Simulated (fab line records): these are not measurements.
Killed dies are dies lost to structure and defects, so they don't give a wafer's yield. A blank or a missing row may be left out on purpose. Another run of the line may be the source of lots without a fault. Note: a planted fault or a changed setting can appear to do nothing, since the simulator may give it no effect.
A lot that was struck, set against a sound lot    flow n5_finfet    40 out of 1938 route steps
Sound: the wafers L555.2, L555.3, L555.5. Struck: wafer L551.6. (L551.2, L551.5 of the same lot were not struck and are left out.) The cause comes at the end.
Each step with rows lists, per side, the tool, then ch with its chambers, then its first start. Under that, the readings that differ: sound wafers    struck wafers    difference of the means    sigmas: that difference in standard deviations of wafers without a fault.
alike: readings whose means differ by less than 2 such deviations, and words and numbers that are the same on both sides. not compared: withheld readings, readings that some wafer has no value for, bounds like >300 that may hide the same value, and numbers for which the record gives no deviation and whose values overlap.
Wherever a step has rows on one side only, a row that says differs or no value, or a row with sigmas, the two part there. Numbers that have no deviation but don't overlap get no sigmas and don't part them. A reading that every wafer of one side lacks parts them only if that side has two wafers or more.

first, 1 step without rows for these wafers: N5_BEOL_M2_SPUTTER_81 (material Cu, target thk 4.5 nm, time 8.29 s).
N5_BEOL_M2_ANNEAL_82: time 240 s.
  sound on pvd_sputter-03 at day 11 04:10; struck on pvd_sputter-01 at day 9 23:26
reading             sound        struck  difference  sigmas
heater_power_w (W)  826 893 818  973     +127        +3
then, 7 steps without rows for these wafers: N5_BEOL_M2_SPUTTER_86 (material Cu, target thk 4.5 nm, time 8.29 s); N5_BEOL_M2_ANNEAL_87 (time 240 s); N5_BEOL_M2_SPUTTER_88 (material Cu, target thk 4.5 nm, time 8.29 s); N5_BEOL_M2_ANNEAL_89 (time 240 s); N5_BEOL_M2_SPUTTER_90 (material Cu, target thk 4.5 nm, time 8.29 s); N5_BEOL_M2_ANNEAL_91 (time 240 s); N5_BEOL_M2_SPUTTER_92 (material Cu, target thk 4.5 nm, time 8.29 s).
N5_BEOL_M2_ANNEAL_93: time 240 s.
  sound on pvd_sputter-03 at day 11 05:03; struck on pvd_sputter-01 at day 10 00:19
reading             sound        struck  difference  sigmas
heater_power_w (W)  803 883 824  976     +139        +3
then, 2 steps without rows for these wafers: N5_BEOL_M2_SPUTTER_94 (material Cu, target thk 4.5 nm, time 8.29 s); N5_BEOL_M2_ANNEAL_95 (time 240 s).
N5_BEOL_M2_SPUTTER_96: material Cu, target thk 4.5 nm, time 8.29 s.
  sound on pvd_sputter-03 at day 11 05:25; struck on pvd_sputter-01 at day 10 00:40
  alike: throttle_valve_pct
then, 1 step without rows for these wafers: N5_BEOL_M2_ECD_50 (material Cu, target thk 300 nm).
N5_BEOL_M2_ANNEAL_51: time 90 s.
  sound on rtp_anneal-01 ch 0, day 11 05:39; struck on rtp_anneal-02 ch 0, day 10 01:01
  alike: wafer_temp_C_max
then, 2 steps without rows for these wafers: N5_BEOL_M2_CMP_52 (polishes, stops on SiOC, t overpolish 6.8 s, target thk 40 nm); N5_BEOL_M2_PRE_CLEAN_60 (time 15 s).
N5_BEOL_M2_CO_CAP_55: material Co, precursor CCTBA/H2, target thk 2 nm, time 102.1 s.
  sound on cvd_co-01 ch 0,2, day 11 06:16; struck on cvd_co-01 ch 1, day 10 01:40
  alike: chamber_pressure_Torr, heater_power_w
then, 2 steps without rows for these wafers: N5_BEOL_M2_PRE_CLEAN_56 (time 15 s); N5_BEOL_M2_DEP_57 (deposits SiCN from 3MS/NH3, target thk 8 nm, time 14 s).
N5_BEOL_M2_RS_MEAS_58: a four-point-probe measurement.
  sound on film_metro-01 at day 11 06:28; struck on film_metro-01 at day 10 01:50
  alike: M2_RS
then, 1 step without rows for these wafers: N5_BEOL_M3_ILD_DEP_00 (deposits SiOC from DEMS/O2, target thk 79 nm, time 15.3 s).
N5_BEOL_M3_THK_MEAS_01:
  sound on film_metro-01 at day 11 06:35; struck on film_metro-02 at day 10 01:58
  alike: M3_ILD_THK
then, 1 step without rows for these wafers: N5_BEOL_M3_PECVD_72 (deposits SiO2 from TEOS/O2, target thk 16 nm, time 18 s).
N5_BEOL_M3_HM_DEP_02: deposits TiN, target thk 20 nm.
  sound on pvd_sputter-03 at day 11 06:57; struck on pvd_sputter-02 at day 10 03:35
  alike: throttle_valve_pct
then, 9 steps without rows for these wafers: N5_BEOL_M3_COAT_61 (time 60 s, resist thk 60 nm); N5_BEOL_M3_COAT_62 (time 60 s, resist thk 12 nm); N5_BEOL_M3_COAT_73 (time 60 s, resist thk 5 nm); N5_BEOL_M3_COAT_05 (resist thk 30 nm); N5_BEOL_M3_EBR_07; N5_BEOL_M3_SOFTBAKE_06 (time 60 s); N5_BEOL_M3_EXPOSE_08 (exposes mask M3); N5_BEOL_M3_PEB_09 (peb time 60 s); N5_BEOL_M3_DEVELOP_10 (develop time 30 s).
N5_BEOL_M3_CD_MEAS_11: target cd 17.05 nm.
  sound on cd_sem-02 ch 0, day 11 07:28; struck on cd_sem-03 ch 0, day 10 04:07
  alike: cd_nm
N5_BEOL_M3_OVL_MEAS_12:
  sound on overlay-01 ch 0, day 11 07:30; struck on overlay-01 ch 0, day 10 04:10
  alike: M3_OVL
then, 3 steps without rows for these wafers: N5_BEOL_M3_DESCUM_16 (chemistry O2, time 7 s); N5_BEOL_M3_ETCH_74 (etches underlayer in N2/H2, target depth 6.5 nm, time 5.2 s); N5_BEOL_M3_ETCH_63 (etches SiARC in CF4, target depth 15.6 nm, time 26 s).
-- a jump in the record: the struck wafers' starts before and after are 5 days apart (it breaks off in module BEOL_M3 and resumes in module PASSIVATION, where the first step shown is number 1936 of the route) --
N5_PASSIVATION_PROBE_49:
  only the struck wafers here have rows in the record (prober-01, day 14 19:44); the sound ones have none

== WHERE THEY PART ==
First at N5_BEOL_M2_ANNEAL_82; last, within this record, at N5_PASSIVATION_PROBE_49.

WHY: what had been put in by the simulator
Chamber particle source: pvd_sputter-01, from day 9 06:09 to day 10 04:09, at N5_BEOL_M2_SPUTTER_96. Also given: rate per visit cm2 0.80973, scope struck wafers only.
